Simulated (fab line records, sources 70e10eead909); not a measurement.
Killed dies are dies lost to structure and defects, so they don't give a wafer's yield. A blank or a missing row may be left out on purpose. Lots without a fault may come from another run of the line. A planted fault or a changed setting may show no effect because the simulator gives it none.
A struck lot beside a sound one | flow nand_harc | 17 steps out of a route of 1302
Sound: wafers L123.1, L123.3, L123.4. Struck: wafer L136.4. (L136.2, L136.6 of the same lot were not struck and are left out.) The cause comes at the end.
At each step with rows: each side's tool, then ch and its chambers, then its first start. Under that, the readings that differ: sound wafers | struck wafers | difference of the means | sigmas: that difference in standard deviations of wafers without a fault.
alike: readings whose means differ by less than 2 such deviations, and words and numbers that are the same on both sides. not compared: withheld readings, readings that some wafer has no value for, bounds like >300 that may hide the same value, and numbers for which the record gives no deviation and whose values overlap.
The two part at a step that has a row with sigmas, a row that says differs or no value, or rows on one side only. Numbers that don't overlap but have no deviation are shown without sigmas and don't part them. A reading that every wafer of one side lacks parts them only if that side has two wafers or more.

first, 1 step without rows for these wafers: NHARC_P_BONDPAD_HARDBAKE_10 (time 65 s).
NHARC_P_BONDPAD_DESCUM_11: chemistry O2, time 3 s.
  sound on rie_diel-11 ch 0,1,2, day 7 08:20; struck on rie_diel-02 ch 1, day 12 17:49
  reading                | sound       | struck | difference | sigmas
  rf_hours_counter_h (h) | 3.5 3.4 3.8 | 1.8    | -1.8       |
  alike: drypump_motor_current_A, oes_product_au, rf_vpp_V, showerhead_plenum_p_Torr, throttle_valve_pct
then, 2 steps without rows for these wafers: NHARC_P_BONDPAD_ETCH_37 (etches the open film in N2/H2, target depth 60 nm, overetch 18 nm, time 65.91 s); NHARC_P_BONDPAD_ETCH_12 (etches the open film in CHF3/O2, target depth 200 nm, time 100 s).
NHARC_P_BONDPAD_CD_MEAS_13:
  sound on cd_sem-03, day 7 08:38; struck on cd_sem-01, day 12 18:08
  alike: cd_nm
NHARC_P_BONDPAD_STRIP_15: strips in O2.
  sound on rie_diel-02 ch 1,2,3, day 7 08:43; struck on rie_diel-02 ch 3, day 12 18:12
  alike: drypump_motor_current_A, oes_product_au, rf_vpp_V, showerhead_plenum_p_Torr, throttle_valve_pct
  not compared: rf_hours_counter_h
NHARC_P_BONDPAD_ETCH_24: etches the open film in CF4/N2, target depth 30 nm, time 72.99 s.
  sound on rie_diel-02 ch 1,2,3; struck on rie_diel-02 ch 2
  alike: bias_w, drypump_motor_current_A, n2_flow_sccm, oes_product_au, rf_vpp_V, showerhead_plenum_p_Torr, throttle_valve_pct
  not compared: rf_hours_counter_h
then, 4 steps without rows for these wafers: NHARC_P_BONDPAD_STRIP_16 (strips in post etch residue remover, time 600 s); NHARC_P_BONDPAD_DEGAS_25 (time 60 s); NHARC_P_BONDPAD_PRE_CLEAN_26 (time 30 s); NHARC_P_BONDPAD_PVD_17 (deposits TaN, target thk 5 nm, time 8.06 s).
NHARC_P_BONDPAD_PVD_27: deposits Cu, target thk 30 nm, time 20.49 s.
  sound on pvd_sputter-03; struck on pvd_sputter-03
  alike: substrate_temp_c, throttle_valve_pct
NHARC_P_BONDPAD_ECD_18: material Cu, target thk 400 nm.
  sound on ecd_cu-01 ch 0,1, day 7 09:42; struck on ecd_cu-02 ch 0,1, day 12 19:12
NHARC_P_BONDPAD_ANNEAL_28: time 90 s.
  sound on rtp_anneal-01 ch 0, day 7 10:02; struck on rtp_anneal-02 ch 0, day 12 19:41
  alike: wafer_temp_C_max
then, 1 step without rows for these wafers: NHARC_P_BONDPAD_CMP_19 (polishes, t overpolish 30 s, cu recess touch 16 s, target thk 160.81 nm).
NHARC_P_BONDPAD_THK_MEAS_20: measures by xrf.
  sound on film_metro-01, day 7 10:42; struck on film_metro-02, day 12 20:17
  reading     | sound             | struck | difference | sigmas
  thk_nm (nm) | 159.6 160.1 160.2 | 111.2  | -48.8      | -29
then, 1 step without rows for these wafers: NHARC_P_BONDPAD_SRD_21 (time 30 s, dry time 20 s).

WHERE THEY PART
Only at NHARC_P_BONDPAD_THK_MEAS_20, within this record.

WHY: what the simulator had put in
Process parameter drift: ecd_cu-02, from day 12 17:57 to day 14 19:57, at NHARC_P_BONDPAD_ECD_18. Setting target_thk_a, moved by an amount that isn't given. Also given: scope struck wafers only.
